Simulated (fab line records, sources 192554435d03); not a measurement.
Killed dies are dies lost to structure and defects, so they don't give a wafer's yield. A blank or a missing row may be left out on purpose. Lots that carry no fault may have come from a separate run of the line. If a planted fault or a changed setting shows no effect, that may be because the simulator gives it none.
Split-lot experiment -- flow n5Finfet -- 7 lots, 21 wafers read, on a route of 1938 steps

## SPLIT DETAILS
At N5_BEOL_M5_EXPOSE_25 (exposes mask V4, defocus 10 nm), the setting doseMj was moved away from the recipe's 52.75 on 6 of the 21 wafers read, by -6.7% to +6.2%. All remaining wafers had this setting at the recipe value.

## FROM THE SPLIT TO THE READING: what the file shows between them, 2 steps
- N5_BEOL_M5_PEB_26: peb time 60 s
- N5_BEOL_M5_DEVELOP_27: develop time 30 s

## THE READING
cdNm, in nm, at N5_BEOL_M5_CD_MEAS_28 (target cd 30.6 nm, target cd y 20 nm). On this fab line, fault-free wafers typically give 30.59 nm with a standard deviation of 0.23 nm.

wafer,"tool, chamber at the split",doseMj as run,against the recipe,"cdNm, nm",against lot-mates on the recipe
L075.1,"euvScanner-02, 0",52.75,recipe,30.58,-
L075.3,"euvScanner-02, 0",52.75,recipe,30.44,-
L075.5,"euvScanner-02, 0",52.75,recipe,30.53,-
L076.1,"euvScanner-02, 0",52.75,recipe,30.14,-
L076.2,"euvScanner-02, 0",52.75,recipe,30.50,-
L076.4,"euvScanner-02, 0",52.75,recipe,30.97,-
L079.1,"euvScanner-01, 0",52.75,recipe,30.39,-
L079.2,"euvScanner-01, 0",52.75,recipe,30.69,-
L079.4,"euvScanner-01, 0",52.75,recipe,30.83,-
L084.4,"euvScanner-01, 0",56.02,+6.2%,32.20,+1.35
L084.5,"euvScanner-01, 0",52.75,recipe,30.85,-
L084.6,"euvScanner-01, 0",56.02,+6.2%,32.02,+1.17
L088.1,"euvScanner-02, 0",52.75,recipe,30.97,-
L088.2,"euvScanner-02, 0",52.75,recipe,30.73,-
L088.4,"euvScanner-02, 0",50.66,-4.0%,29.94,-0.91
L094.1,"euvScanner-02, 0",55.16,+4.6%,31.50,+0.65
L094.5,"euvScanner-02, 0",55.16,+4.6%,31.72,+0.87
L094.6,"euvScanner-02, 0",52.75,recipe,30.85,-
L096.1,"euvScanner-01, 0",52.75,recipe,30.24,-
L096.4,"euvScanner-01, 0",49.22,-6.7%,28.71,-1.76
L096.6,"euvScanner-01, 0",52.75,recipe,30.70,-

THE FIT
A straight line over all 21 wafers: cdNm changes by +0.24 nm for each +1% of doseMj; r = +0.95; the points scatter about the line by 0.24 nm.
The same after taking each lot's own level away (the mean of its wafers on the recipe; 21 wafers): +0.215 nm for each +1%; r = +0.95; scatter 0.21 nm.
On that fit, the largest move of doseMj shifts the reading by 1.4 nm.
Measured against the standard deviation above, the lots' own levels, which go from 30.470 to 30.850 nm, span 1.7 times it.
Thus the slope moves with the lot-to-lot level: the two fits are different.
Check: -1.34 nm against its lot-mates is what the line predicts for one of the wafers moved furthest among these (-6.7%) when that wafer is left out of the fit. Against them it came out at -1.76 nm.

## THESE WAFERS: OTHER SPLITS
Note: prior to the reading, these wafers also went through further splits. Each is held against what the fit with the lots' levels taken away leaves over:
other split on the same wafers,wafers away from the commonest value,r with cdNm (lot level and that fit taken away)
N5_BEOL_M3_COAT_22 spinRpm,8,-0.15
N5_BEOL_M4_DESCUM_16 timeS,7,-0.02
N5_BEOL_M4_DESCUM_33 timeS,8,+0.09
N5_BEOL_M4_ETCH_69 cf4FlowSccm,4,+0.15
N5_BEOL_M5_COAT_74 spinRpm,7,+0.08

## THE WHOLE CHAIN: every reading that the file lists as answering this split, in the file's order
step,what it does,reading,change (the file's fit),r (the file's)
N5_BEOL_M5_CD_MEAS_28,"target cd 30.6 nm, target cd y 20 nm",cdNm,+0.223 nm for each +1% of the setting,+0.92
N5_BEOL_M5_ETCH_75,"etches underlayer in N2/H2, target depth 6.5 nm, time 5.2 s","BEOL_M5.cdNm (the simulator's own value, which no gauge read)",+0.2 nm for each +1% of the setting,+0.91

## FILE'S OWN FIT
cdNm changes by +0.223 nm for each +1% of doseMj, r = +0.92.
